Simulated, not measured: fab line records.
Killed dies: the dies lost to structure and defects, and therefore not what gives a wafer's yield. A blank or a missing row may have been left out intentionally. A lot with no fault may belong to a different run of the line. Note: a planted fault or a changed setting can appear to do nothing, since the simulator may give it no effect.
fab line records -- flow nandHarc
record: lots: 6, wafers: 18, lastDay: 32
route steps=1302 shown P_BONDPAD@360 END@1302
lots that met no fault: from a run of the same line without faults
startH: hours from the record's opening day to when the first of the lot's shown wafers began -- waitH: time in hours since the lot's previous step -- " unchanged from the row above -- L1.1+2: a single row standing in for several wafers -- - no value present, or no start provided -- * or withheld: withheld -- < > ~ a bound
route shown NAME@n: NAME is a module with steps in the file, n the number in the route of the first one -- usual: mean and standard deviation over wafers with no fault -- same: alike in all rows -- chamber/n: place in a boat -- sites: each site's reading -- _std_site: standard deviation across them -- _edge_site: mean of outer sites minus mean of inner sites -- radiusMm: for every site, how far away it sits from the centre of the wafer -- mask NAME#n: copy n -- behind: the tool/chamber that last shaped the wafer -- hold: why the lot was held/for how many hours/how that ended -- device: whichever transistor did not switch (one of n, p or np) -- end of line: at the end of the route, the tests of the same wafers -- where a step has no rows: the recipe by itself -- killed: dies lost to structure and defects at the first sort, not the wafer's yield -- map: dies across one wafer; x = killed, . = not, _ = none there
set.NAME: the run value of the setting; set.NAME@STEP: its run value at that earlier step -- model.NAME: the simulator's own value behind a step, which no gauge read
lots seen at some steps along the route; tables by step, rows by wafer
services: the hour from which a tool's chamber was out of use, counted from the record's first day as startH (under 0 if before that day), plus the number of hours and why
== steps ==
step: NHARC_P_BONDPAD_EBR_05
step: NHARC_P_BONDPAD_EXPOSE_06
recipe: na: 0.55, doseMj: 37.06, maskId: P_BPAD
step: NHARC_P_BONDPAD_PEB_07
recipe: pebTempC: 128, pebTimeS: 80
step: NHARC_P_BONDPAD_DEVELOP_08
recipe: timeS: 50, devTempC: 22
step: NHARC_P_BONDPAD_CD_MEAS_09
recipe: targetCdNm: 500, landingEnergyEv: 500
usual: cdNm: 499.4/2.6
same: landingEnergyEv: 500
lot.wafer,tool,chamber,startH,waitH,cdNm
L306.1,cdSem-01,0,150.13,-,501.7
L306.5,cdSem-01,0,150.13,-,502.9
L306.6,cdSem-01,0,150.13,-,498.9
L307.2,cdSem-02,0,158.47,-,499.4
L307.5,cdSem-02,0,158.47,-,501.8
L307.6,cdSem-02,0,158.47,-,497.0
L311.2,cdSem-03,0,190.36,-,502.6
L311.3,cdSem-03,0,190.36,-,501.0
L311.6,cdSem-03,0,190.36,-,497.3
L313.2,cdSem-03,0,213.57,-,497.7
L313.3,cdSem-03,0,213.57,-,496.0
L313.6,cdSem-03,0,213.57,-,497.2
L324.2,cdSem-03,0,329.13,-,502.3
L324.3,cdSem-03,0,329.13,-,503.0
L324.6,cdSem-03,0,329.13,-,503.6
L325.2,cdSem-01,0,329.58,-,502.7
L325.3,cdSem-01,0,329.58,-,496.7
L325.6,cdSem-01,0,329.58,-,496.4
step: NHARC_P_BONDPAD_OVL_MEAS_38
usual: overlayXNm: 1/6.7, overlayYNm: 0/6.5
lot.wafer,tool,chamber,startH,waitH,overlayXNm,overlayYNm
L306.1,overlay-01,-,150.22,-,7,2
L306.5,overlay-01,-,150.22,-,6,2
L306.6,overlay-01,-,150.22,-,7,2
L307.2,overlay-02,-,158.55,-,6,-8
L307.5,overlay-02,-,158.55,-,6,-8
L307.6,overlay-02,-,158.55,-,6,-8
L311.2,overlay-01,-,190.44,-,-6,5
L311.3,overlay-01,-,190.44,-,-6,6
L311.6,overlay-01,-,190.44,-,-6,6
L313.2,overlay-01,-,213.66,-,-7,12
L313.3,overlay-01,-,213.66,-,-7,13
L313.6,overlay-01,-,213.66,-,-6,12
L324.2,overlay-02,-,329.22,-,8,6
L324.3,overlay-02,-,329.22,-,7,6
L324.6,overlay-02,-,329.22,-,8,6
L325.2,overlay-01,-,329.67,-,1,-7
L325.3,overlay-01,-,329.67,-,1,-7
L325.6,overlay-01,-,329.67,-,1,-7
step: NHARC_P_BONDPAD_HARDBAKE_10
recipe: tempC: 118, timeS: 65
step: NHARC_P_BONDPAD_DESCUM_11
recipe: timeS: 3, o2FlowSccm: 200, arFlowSccm: 0, biasPowerW: 0, chemistry: O2
usual: drypumpMotorCurrentA: 5.9/0.32, oesProductAu: 1.001/0.015, rfVppV: 57.7/0.92, showerheadPlenumPTorr: 1.89/0.088, throttleValvePct: 11.311/0.0089
lot.wafer,tool,chamber,startH,waitH,drypumpMotorCurrentA,oesProductAu,rfHoursCounterH,rfVppV,showerheadPlenumPTorr,throttleValvePct
L306.1,rieDiel-05,3,150.36,-,5.8,1.014,4.1,57.5,1.89,11.314
L306.6,rieDiel-05,1,150.36,-,6.0,0.988,-,57.1,1.93,11.317
L306.5,rieDiel-05,2,150.36,-,5.8,1.003,-,57.0,1.98,11.298
L307.2,rieDiel-01,3,158.68,-,5.8,1.003,3.6,57.5,1.80,11.305
L307.5,rieDiel-01,2,158.68,-,6.3,1.005,-,57.5,1.83,11.292
L307.6,rieDiel-01,3,158.68,-,5.8,0.998,-,58.3,1.79,11.316
L311.3,rieDiel-01,3,190.58,-,5.7,0.994,5.1,57.1,1.79,11.320
L311.2,rieDiel-01,1,190.58,-,5.9,0.982,4.9,58.1,1.82,11.318
L311.6,rieDiel-01,3,190.58,-,5.7,0.992,-,58.0,1.79,11.319
L313.2,rieDiel-03,0,213.78,-,5.2,1.033,5.7,57.5,2.02,11.315
L313.3,rieDiel-03,3,213.78,-,5.7,1.004,5.5,57.1,2.05,11.307
L313.6,rieDiel-03,0,213.78,-,5.2,1.027,-,58.9,2.02,11.324
L324.2,rieDiel-01,3,329.34,-,5.8,1.017,2.8,57.0,1.79,11.313
L324.3,rieDiel-01,1,329.34,-,5.9,1.004,2.6,57.5,1.82,11.305
L324.6,rieDiel-01,0,329.34,-,6.1,1.005,-,58.6,1.88,11.301
L325.3,rieDiel-03,3,329.80,-,5.6,0.979,1.0,59.1,2.04,11.314
L325.2,rieDiel-03,1,329.80,-,6.2,0.993,1.4,58.4,1.81,11.316
L325.6,rieDiel-03,2,329.80,-,5.5,0.993,-,57.6,1.99,11.292
step: NHARC_P_BONDPAD_ETCH_37
recipe: targetDepthA: 600, overetchA: 180, timeS: 65.91, ionEnergyEv: 200, n2FlowSccm: 150, h2FlowSccm: 150, arFlowSccm: 0, rfW: 400, biasW: 150, chemistry: N2/H2
usual: drypumpMotorCurrentA: 5.9/0.31, h2FlowSccm: 150.0/0.52, oesProductAu: 1.001/0.014, rfFwdPowerW: 396.5/1.6, rfVppV: 429.7/2.7, runLengthS: 87.3/0.37, showerheadPlenumPTorr: 2.01/0.096, throttleValvePct: 14.172/0.0095
lot.wafer,tool,chamber,startH,waitH,drypumpMotorCurrentA,h2FlowSccm,oesProductAu,rfFwdPowerW,rfHoursCounterH,rfVppV,runLengthS,showerheadPlenumPTorr,throttleValvePct
L306.1,rieDiel-05,1,150.44,0.1,6.0,149.3,0.991,396.8,5.4,430.6,87.2,2.06,14.176
L306.5,rieDiel-05,3,150.44,0.1,5.8,150.2,1.015,397.5,-,429.3,87.3,2.01,14.178
L306.6,rieDiel-05,0,150.44,0.1,5.9,150.4,0.972,396.6,-,428.1,87.7,1.92,14.168
L307.2,rieDiel-01,2,158.77,0.1,6.4,150.4,1.011,395.0,3.6,428.5,87.5,1.95,14.181
L307.5,rieDiel-01,0,158.77,0.1,6.0,150.5,0.990,396.9,-,430.5,86.8,2.01,14.176
L307.6,rieDiel-01,1,158.77,0.1,5.9,149.3,0.988,396.4,-,427.9,87.9,1.94,14.165
L311.3,rieDiel-01,0,190.66,0.1,6.1,150.1,0.984,399.3,4.9,431.3,86.8,2.01,14.180
L311.2,rieDiel-01,1,190.66,0.1,5.9,149.9,0.978,394.4,4.9,427.0,87.4,1.94,14.181
L311.6,rieDiel-01,3,190.66,0.1,5.8,149.8,1.008,397.2,-,425.9,87.4,1.91,14.174
L313.3,rieDiel-03,3,213.87,0.1,5.6,150.3,0.992,394.3,5.5,435.4,87.0,2.19,14.172
L313.2,rieDiel-03,0,213.87,0.1,5.2,149.9,1.023,395.5,5.7,434.5,87.6,2.16,14.170
L313.6,rieDiel-03,2,213.87,0.1,5.5,149.7,0.994,392.8,-,432.5,88.3,2.12,14.180
L324.2,rieDiel-01,3,329.44,0.1,5.7,149.3,1.012,396.4,2.8,427.3,87.1,1.91,14.161
L324.3,rieDiel-01,0,329.44,0.1,6.1,150.7,0.999,396.1,2.8,429.9,86.7,2.01,14.171
L324.6,rieDiel-01,2,329.44,0.1,6.3,149.7,1.012,397.6,-,427.7,87.2,1.95,14.186
L325.2,rieDiel-03,1,329.88,0.1,6.2,149.5,0.996,393.7,1.4,429.0,87.6,1.93,14.167
L325.3,rieDiel-03,3,329.88,0.1,5.6,149.7,0.986,395.3,1.0,434.6,87.1,2.18,14.181
L325.6,rieDiel-03,1,329.88,0.1,6.2,149.2,1.003,396.3,-,428.2,87.2,1.93,14.170
step: NHARC_P_BONDPAD_ETCH_12
recipe: targetDepthA: 2000, timeS: 100, chf3FlowSccm: 50, o2FlowSccm: 10, arFlowSccm: 200, rfW: 500, biasW: 200, chemistry: CHF3/O2
usual: drypumpMotorCurrentA: 5.9/0.31, oesProductAu: 0.937/0.025, rfFwdPowerW: 496.8/1.7, rfVppV: 369.8/2.5, runLengthS: 121.4/0.35, showerheadPlenumPTorr: 2.37/0.11, throttleValvePct: 20.571/0.0092
lot.wafer,tool,chamber,startH,waitH,drypumpMotorCurrentA,oesProductAu,rfFwdPowerW,rfHoursCounterH,rfVppV,runLengthS,showerheadPlenumPTorr,throttleValvePct
L306.1,rieDiel-05,1,-,-,6.0,0.954,497.1,5.4,371.5,121.1,2.43,20.575
L306.5,rieDiel-05,0,-,-,6.0,0.946,494.5,-,369.3,121.7,2.27,20.571
L306.6,rieDiel-05,1,-,-,6.0,0.945,497.3,-,370.7,121.1,2.43,20.568
L307.2,rieDiel-01,0,-,-,6.0,0.919,497.9,3.5,369.8,121.5,2.37,20.568
L307.5,rieDiel-01,2,-,-,6.3,0.928,498.7,-,369.0,121.3,2.31,20.574
L307.6,rieDiel-01,3,-,-,5.8,0.915,499.6,-,368.7,121.2,2.26,20.568
L311.2,rieDiel-01,0,-,-,6.1,0.910,497.5,5.0,369.0,121.3,2.37,20.569
L311.3,rieDiel-01,2,-,-,6.3,0.908,496.1,5.0,368.8,121.3,2.31,20.564
L311.6,rieDiel-01,0,-,-,6.1,0.901,498.6,-,370.6,121.4,2.37,20.575
L313.3,rieDiel-03,1,-,-,6.2,0.902,494.8,5.0,367.3,121.4,2.28,20.559
L313.2,rieDiel-03,3,-,-,5.6,0.926,496.1,5.5,374.0,121.1,2.56,20.559
L313.6,rieDiel-03,1,-,-,6.2,0.920,495.7,-,367.2,121.4,2.28,20.583
L324.2,rieDiel-01,2,-,-,6.3,0.947,497.5,2.7,368.0,121.6,2.31,20.564
L324.3,rieDiel-01,0,-,-,6.1,0.933,500.1,2.8,369.0,120.9,2.37,20.580
L324.6,rieDiel-01,2,-,-,6.3,0.937,500.3,-,368.4,121.9,2.31,20.570
L325.2,rieDiel-03,1,-,-,6.2,0.929,496.7,1.5,366.5,121.3,2.28,20.579
L325.3,rieDiel-03,0,-,-,5.2,0.939,494.8,1.0,373.3,121.8,2.53,20.578
L325.6,rieDiel-03,1,-,-,6.2,0.929,493.8,-,366.9,121.4,2.28,20.563
step: NHARC_P_BONDPAD_CD_MEAS_13
usual: cdNm: 498.7/2.8
lot.wafer,tool,chamber,startH,waitH,cdNm
L306.1,cdSem-03,-,150.65,-,501.0
L306.5,cdSem-03,-,150.65,-,501.2
L306.6,cdSem-03,-,150.65,-,497.3
L307.2,cdSem-01,-,158.99,-,496.7
L307.5,cdSem-01,-,158.99,-,502.6
L307.6,cdSem-01,-,158.99,-,495.3
L311.2,cdSem-03,-,190.88,-,501.3
L311.3,cdSem-03,-,190.88,-,502.3
L311.6,cdSem-03,-,190.88,-,494.1
L313.2,cdSem-03,-,214.10,-,496.2
L313.3,cdSem-03,-,214.10,-,495.3
L313.6,cdSem-03,-,214.10,-,496.3
L324.2,cdSem-03,-,329.66,-,500.1
L324.3,cdSem-03,-,329.66,-,500.3
L324.6,cdSem-03,-,329.66,-,503.8
L325.2,cdSem-03,-,330.11,-,502.3
L325.3,cdSem-03,-,330.11,-,496.0
L325.6,cdSem-03,-,330.11,-,497.7
step: NHARC_P_BONDPAD_STRIP_15
recipe: o2FlowSccm: 500, arFlowSccm: 0, biasW: 0, chemistry: O2
usual: drypumpMotorCurrentA: 5.90/0.26, oesProductAu: 1.003/0.017, rfVppV: 57.7/0.87, showerheadPlenumPTorr: 3.48/0.14, throttleValvePct: 17.037/0.0089
lot.wafer,tool,chamber,startH,waitH,drypumpMotorCurrentA,oesProductAu,rfHoursCounterH,rfVppV,showerheadPlenumPTorr,throttleValvePct
L306.1,rieDiel-01,3,150.76,0.1,5.76,1.000,3.5,57.1,3.32,17.048
L306.5,rieDiel-01,1,150.76,0.1,5.88,0.984,-,57.5,3.37,17.037
L306.6,rieDiel-01,2,150.76,0.1,6.33,1.006,-,57.3,3.39,17.033
L307.2,rieDiel-03,3,159.06,0.1,5.65,0.998,3.5,58.6,3.76,17.033
L307.5,rieDiel-03,3,159.06,0.1,5.65,0.996,-,59.2,3.76,17.038
L307.6,rieDiel-03,0,159.06,0.1,5.21,1.036,-,60.5,3.72,17.030
L311.2,rieDiel-05,0,190.96,0.1,5.98,0.971,5.4,57.8,3.33,17.035
L311.3,rieDiel-05,2,190.96,0.1,5.82,1.001,7.7,58.8,3.65,17.038
L311.6,rieDiel-05,0,190.96,0.1,5.98,0.967,-,58.1,3.33,17.055
L313.2,rieDiel-01,2,214.19,0.1,6.32,1.022,0.0,55.7,3.39,17.027
L313.3,rieDiel-01,3,214.19,0.1,5.77,1.009,0.0,57.6,3.32,17.036
L313.6,rieDiel-01,2,214.19,0.1,6.31,1.027,-,57.3,3.39,17.037
L324.3,rieDiel-05,3,329.73,0.1,5.80,1.035,4.3,58.7,3.48,17.027
L324.2,rieDiel-05,1,329.73,0.1,6.03,1.009,4.4,58.5,3.56,17.036
L324.6,rieDiel-05,3,329.73,0.1,5.80,1.033,-,58.9,3.48,17.035
L325.3,rieDiel-05,0,330.20,0.1,5.98,1.002,4.3,57.6,3.33,17.020
L325.2,rieDiel-05,1,330.20,0.1,6.01,1.001,4.5,58.3,3.56,17.032
L325.6,rieDiel-05,3,330.20,0.1,5.80,1.041,-,57.6,3.48,17.027
step: NHARC_P_BONDPAD_ETCH_24
recipe: targetDepthA: 300, overEtchFrac: 0.3, timeS: 72.99, ionEnergyEv: 150, cf4FlowSccm: 50, n2FlowSccm: 100, arFlowSccm: 150, rfW: 300, biasW: 100, chemistry: CF4/N2
usual: drypumpMotorCurrentA: 5.89/0.25, oesProductAu: 1.001/0.016, rfFwdPowerW: 297.4/1.1, rfVppV: 313.8/2, runLengthS: 94.4/0.35, showerheadPlenumPTorr: 2.60/0.11, throttleValvePct: 19.795/0.0092
lot.wafer,tool,chamber,startH,waitH,drypumpMotorCurrentA,oesProductAu,rfFwdPowerW,rfHoursCounterH,rfVppV,runLengthS,showerheadPlenumPTorr,throttleValvePct
L306.1,rieDiel-01,1,150.90,-,5.86,0.982,300.1,3.5,311.9,94.4,2.50,19.821
L306.6,rieDiel-01,2,150.90,-,6.32,0.991,297.5,-,311.6,94.3,2.52,19.819
L306.5,rieDiel-01,3,150.90,-,5.76,0.998,298.0,-,311.3,94.1,2.47,19.801
L307.2,rieDiel-03,2,159.21,-,5.53,0.991,296.0,2.0,314.5,94.6,2.72,19.798
L307.6,rieDiel-03,2,159.21,-,5.51,0.985,296.9,-,316.2,95.1,2.72,19.781
L307.5,rieDiel-03,3,159.21,-,5.64,0.996,297.0,-,318.3,94.1,2.80,19.787
L311.2,rieDiel-05,1,191.15,0.2,6.00,1.000,298.6,7.2,314.7,94.6,2.65,19.774
L311.3,rieDiel-05,2,191.15,0.2,5.83,0.989,297.7,7.7,315.1,94.8,2.71,19.799
L311.6,rieDiel-05,1,191.15,0.2,5.99,1.011,296.9,-,314.4,94.6,2.65,19.786
L313.3,rieDiel-01,2,214.33,-,6.37,1.024,298.7,0.1,312.9,94.6,2.52,19.794
L313.2,rieDiel-01,0,214.33,-,6.07,0.988,297.3,0.0,312.1,94.0,2.59,19.792
L313.6,rieDiel-01,1,214.33,-,5.86,0.992,297.4,-,311.8,94.2,2.50,19.781
L324.3,rieDiel-05,3,329.89,-,5.80,1.027,-,4.3,313.2,76.5,2.59,19.793
L324.2,rieDiel-05,0,329.89,-,6.01,1.007,-,4.3,311.5,76.9,2.47,19.792
L324.6,rieDiel-05,1,329.89,-,6.00,0.997,-,-,312.8,75.8,2.65,19.798
L325.3,rieDiel-05,3,330.34,-,5.78,1.021,-,4.4,313.5,76.4,2.59,19.784
L325.2,rieDiel-05,1,330.34,-,6.01,0.992,-,4.5,315.7,76.1,2.65,19.780
L325.6,rieDiel-05,2,330.34,-,5.83,1.028,-,-,313.0,76.3,2.71,19.791
step: NHARC_P_BONDPAD_STRIP_16
recipe: timeS: 600, tempC: 30, chemistry: postEtchResidueRemover
step: NHARC_END_SORT_01
recipe: tempC: 25
usual: defectLimitedYield: 89.9/2.9, killedAtArray: 64/20, killedAtOther: 0.7/1.1, killedAtPeriphery: 3.6/2.7, killedDies: 68/20, killedOpen: 2.8/1.9, killedShort: 2.3/1.5
same: grossDies: 677
lot.wafer,tool,chamber,startH,waitH,defectLimitedYield[%],killedAtArray,killedAtOther,killedAtPeriphery,killedDies,killedOpen,killedShort
L307.2,prober-02,0,572.41,2.8,90.3,64,0,2,66,0,4
L307.5,prober-02,0,574.81,3.7,90.3,64,0,2,66,1,3
L307.6,prober-02,0,575.61,4.0,90.0,65,0,3,68,3,3
L306.1,prober-01,0,579.34,2.5,85.5,97,0,1,98,4,1
L306.5,prober-01,0,582.52,3.7,83.8,107,0,3,110,5,1
L306.6,prober-01,0,583.31,4.0,83.9,102,0,7,109,4,2
L311.2,prober-01,0,620.23,2.8,91.7,50,6,0,56,1,1
L311.3,prober-01,0,621.03,3.1,93.1,41,3,3,47,0,1
L311.6,prober-01,0,623.42,4.0,93.2,42,4,0,46,2,2
L313.2,prober-01,0,638.46,2.8,83.9,106,1,2,109,2,5
L313.3,prober-01,0,639.26,3.1,82.7,110,0,7,117,0,3
L313.6,prober-01,0,641.66,4.0,86.0,93,1,1,95,3,1
L324.2,prober-01,0,762.95,2.8,90.5,59,1,4,64,3,2
L324.3,prober-01,0,763.76,3.1,91.1,54,1,5,60,3,2
L324.6,prober-01,0,766.18,4.0,91.6,53,0,4,57,1,2
L325.2,prober-02,0,768.62,2.8,92.3,50,0,2,52,3,0
L325.3,prober-02,0,769.42,3.1,91.9,50,0,5,55,2,3
L325.6,prober-02,0,771.81,4.0,90.5,60,0,4,64,1,4
killed by level:class
L307.2 A_CHANNEL_HOLE_D1:chamberFilmFlake=31 A_CHANNEL_HOLE_D2:chamberFilmFlake=22 A_CONTACT:chamberFilmFlake=4 A_CHANNEL_FILL_D1:chamberFilmFlake=3 P_CONTACT:geometricParticle:short=1 A_ONON_D1:geometricParticle:short=1 A_ONON_D2:geometricParticle:short=1 A_M0:geometricParticle:short=1
L307.5 A_CHANNEL_HOLE_D2:chamberFilmFlake=32 A_CHANNEL_HOLE_D1:chamberFilmFlake=19 A_CONTACT:chamberFilmFlake=4 A_STAIRCASE:chamberFilmFlake=3 A_ONON_D1:geometricParticle:open=1 A_CHANNEL_HOLE_D1:geometricParticle:short=1 A_CHANNEL_FILL_D2:geometricParticle:short=1 A_SLIT:geometricParticle:short=1
L307.6 A_CHANNEL_HOLE_D2:chamberFilmFlake=28 A_CHANNEL_HOLE_D1:chamberFilmFlake=22 A_CONTACT:chamberFilmFlake=4 P_GATE:chamberFilmFlake=2 A_STAIRCASE:chamberFilmFlake=2 A_CHANNEL_FILL_D1:chamberFilmFlake=2 A_WL_FILL:chamberFilmFlake=2 P_ZERO_WELL:geometricParticle:open=1
L306.1 A_SLIT:chamberFilmFlake=28 A_CHANNEL_HOLE_D2:chamberFilmFlake=28 A_CHANNEL_HOLE_D1:chamberFilmFlake=19 A_STAIRCASE:chamberFilmFlake=8 A_CONTACT:chamberFilmFlake=6 A_CHANNEL_FILL_D2:geometricParticle:open=3 A_ONON_D1:geometricParticle:short=1 A_CHANNEL_HOLE_D2:geometricParticle:open=1
L306.5 A_CHANNEL_HOLE_D2:chamberFilmFlake=35 A_CHANNEL_HOLE_D1:chamberFilmFlake=28 A_SLIT:chamberFilmFlake=25 A_STAIRCASE:chamberFilmFlake=10 P_GATE:chamberFilmFlake=3 A_CONTACT:chamberFilmFlake=2 A_ONON_D1:geometricParticle:open=1 A_DECK1_JOINT:geometricParticle:open=1
L306.6 A_CHANNEL_HOLE_D1:chamberFilmFlake=29 A_CHANNEL_HOLE_D2:chamberFilmFlake=27 A_SLIT:chamberFilmFlake=26 A_STAIRCASE:chamberFilmFlake=12 P_GATE:chamberFilmFlake=3 P_ZERO_WELL:chamberFilmFlake=2 P_GATE:geometricParticle:open=1 A_CHANNEL_FILL_D1:geometricParticle:short=1
L311.2 A_SLIT:chamberFilmFlake=23 A_CHANNEL_HOLE_D2:chamberFilmFlake=12 THIN_TSV:chamberFilmFlake=6 A_CHANNEL_FILL_D1:chamberFilmFlake=4 A_STAIRCASE:chamberFilmFlake=3 A_CONTACT:chamberFilmFlake=3 A_CHANNEL_HOLE_D1:chamberFilmFlake=2 A_DECK1_JOINT:geometricParticle:short=1
L311.3 A_SLIT:chamberFilmFlake=24 A_STAIRCASE:chamberFilmFlake=5 A_CHANNEL_HOLE_D1:chamberFilmFlake=3 A_CHANNEL_HOLE_D2:chamberFilmFlake=3 THIN_TSV:chamberFilmFlake=3 P_ZERO_WELL:chamberFilmFlake=2 A_CHANNEL_FILL_D2:chamberFilmFlake=2 A_CHANNEL_FILL_D2:geometricParticle:short=1
L311.6 A_SLIT:chamberFilmFlake=25 THIN_TSV:chamberFilmFlake=4 A_CONTACT:chamberFilmFlake=3 A_CHANNEL_HOLE_D1:chamberFilmFlake=2 A_CHANNEL_HOLE_D2:chamberFilmFlake=2 A_BONDPAD:chamberFilmFlake=2 A_ONON_D1:geometricParticle:open=1 A_ONON_D1:geometricParticle:short=1
L313.2 A_CHANNEL_HOLE_D1:chamberFilmFlake=36 A_CHANNEL_HOLE_D2:chamberFilmFlake=33 A_SLIT:chamberFilmFlake=24 A_WL_FILL:chamberFilmFlake=4 A_ONON_D1:geometricParticle:short=1 A_CHANNEL_FILL_D1:geometricParticle:short=1 A_CHANNEL_FILL_D1:geometricParticle:open=1 A_SGD_CUT:geometricParticle:short=1
L313.3 A_CHANNEL_HOLE_D1:chamberFilmFlake=37 A_CHANNEL_HOLE_D2:chamberFilmFlake=35 A_SLIT:chamberFilmFlake=26 P_BONDPAD:chamberFilmFlake=6 A_STAIRCASE:chamberFilmFlake=4 A_ONON_D1:geometricParticle:short=3 A_CONTACT:chamberFilmFlake=3 A_WL_FILL:chamberFilmFlake=2
L313.6 A_SLIT:chamberFilmFlake=31 A_CHANNEL_HOLE_D2:chamberFilmFlake=27 A_CHANNEL_HOLE_D1:chamberFilmFlake=24 A_CONTACT:chamberFilmFlake=3 A_STAIRCASE:chamberFilmFlake=2 A_ONON_D2:geometricParticle:short=1 A_CHANNEL_FILL_D2:geometricParticle:open=1 A_SLIT:geometricParticle:open=1
L324.2 A_SLIT:chamberFilmFlake=28 A_CHANNEL_HOLE_D1:chamberFilmFlake=15 A_CONTACT:chamberFilmFlake=6 A_STAIRCASE:chamberFilmFlake=4 P_GATE:chamberFilmFlake=3 A_ONON_D2:geometricParticle:short=1 A_ONON_D2:geometricParticle:open=1 A_CHANNEL_FILL_D2:geometricParticle:open=1
L324.3 A_SLIT:chamberFilmFlake=29 A_CHANNEL_HOLE_D1:chamberFilmFlake=15 A_STAIRCASE:chamberFilmFlake=4 P_M0:chamberFilmFlake=3 P_GATE:geometricParticle:open=1 A_ONON_D1:geometricParticle:open=1 A_WL_FILL:geometricParticle:short=1 A_CONTACT:geometricParticle:short=1
L324.6 A_SLIT:chamberFilmFlake=29 A_CHANNEL_HOLE_D1:chamberFilmFlake=12 A_CONTACT:chamberFilmFlake=6 P_M0:chamberFilmFlake=3 A_CHANNEL_FILL_D2:geometricParticle:short=2 A_ONON_D2:geometricParticle:open=1 P_STI:chamberFilmFlake=1 A_CHANNEL_FILL_D1:chamberFilmFlake=1
L325.2 A_CHANNEL_HOLE_D2:chamberFilmFlake=27 A_CHANNEL_HOLE_D1:chamberFilmFlake=10 A_SLIT:chamberFilmFlake=4 A_CHANNEL_FILL_D2:chamberFilmFlake=3 A_ONON_D2:geometricParticle:open=2 A_CONTACT:chamberFilmFlake=2 A_ONON_D1:geometricParticle:open=1 P_STI:chamberFilmFlake=1
L325.3 A_CHANNEL_HOLE_D2:chamberFilmFlake=26 A_CHANNEL_HOLE_D1:chamberFilmFlake=7 A_SLIT:chamberFilmFlake=6 P_GATE:chamberFilmFlake=4 A_CONTACT:chamberFilmFlake=4 A_STAIRCASE:chamberFilmFlake=2 P_CONTACT:geometricParticle:open=1 A_ONON_D1:geometricParticle:short=1
L325.6 A_CHANNEL_HOLE_D2:chamberFilmFlake=26 A_CHANNEL_HOLE_D1:chamberFilmFlake=18 A_SLIT:chamberFilmFlake=8 A_CONTACT:chamberFilmFlake=4 P_GATE:geometricParticle:short=2 A_STAIRCASE:chamberFilmFlake=2 P_M1:geometricParticle:open=1 A_ONON_D2:geometricParticle:short=1
== services ==
tool,chamber,startH,hours,kind
rieDiel-01,0,133.85,-,clean
rieDiel-01,1,133.85,-,clean
rieDiel-01,2,133.85,-,clean
rieDiel-01,3,133.85,-,clean
rieDiel-01,2,135.30,10.5,repair
rieDiel-01,0,158.35,-,clean
rieDiel-01,1,158.35,-,clean
rieDiel-01,2,158.35,-,clean
rieDiel-01,3,158.35,-,clean
rieDiel-05,3,159.24,77.6,repair
rieDiel-01,0,182.85,-,clean
rieDiel-01,1,182.85,-,clean
rieDiel-01,2,182.85,-,clean
rieDiel-01,3,182.85,-,clean
rieDiel-03,-,185.57,0.5,repair
rieDiel-03,1,190.94,9.7,repair
rieDiel-01,-,203.80,9.0,pm
rieDiel-01,0,203.80,9.0,ventCycle
rieDiel-05,0,215.11,18.6,repair
rieDiel-05,-,229.60,9.0,pm
rieDiel-01,-,276.34,0.8,repair
rieDiel-03,-,281.30,9.0,pm
rieDiel-05,-,291.86,2.9,repair
rieDiel-01,-,301.00,0.1,repair
== key ==
firstSign: step: NHARC_P_BONDPAD_ETCH_24, reading: runLengthS, direction: down, sigmas: 52, usual: *, struck: *
effect none on later readings
metAt NHARC_P_BONDPAD_ETCH_24
struckWafers L324.2,L324.3,L324.6,L325.2,L325.3,L325.6
onsetBetween 191.15 329.89
fault: kind: processParameterDrift, tool: rieDiel-05, chamber: -, onsetH: 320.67, steps: NHARC_P_BONDPAD_ETCH_24, channel: timeS, offset: *, shape: step, endH: 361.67, actsIn: *, stated: *
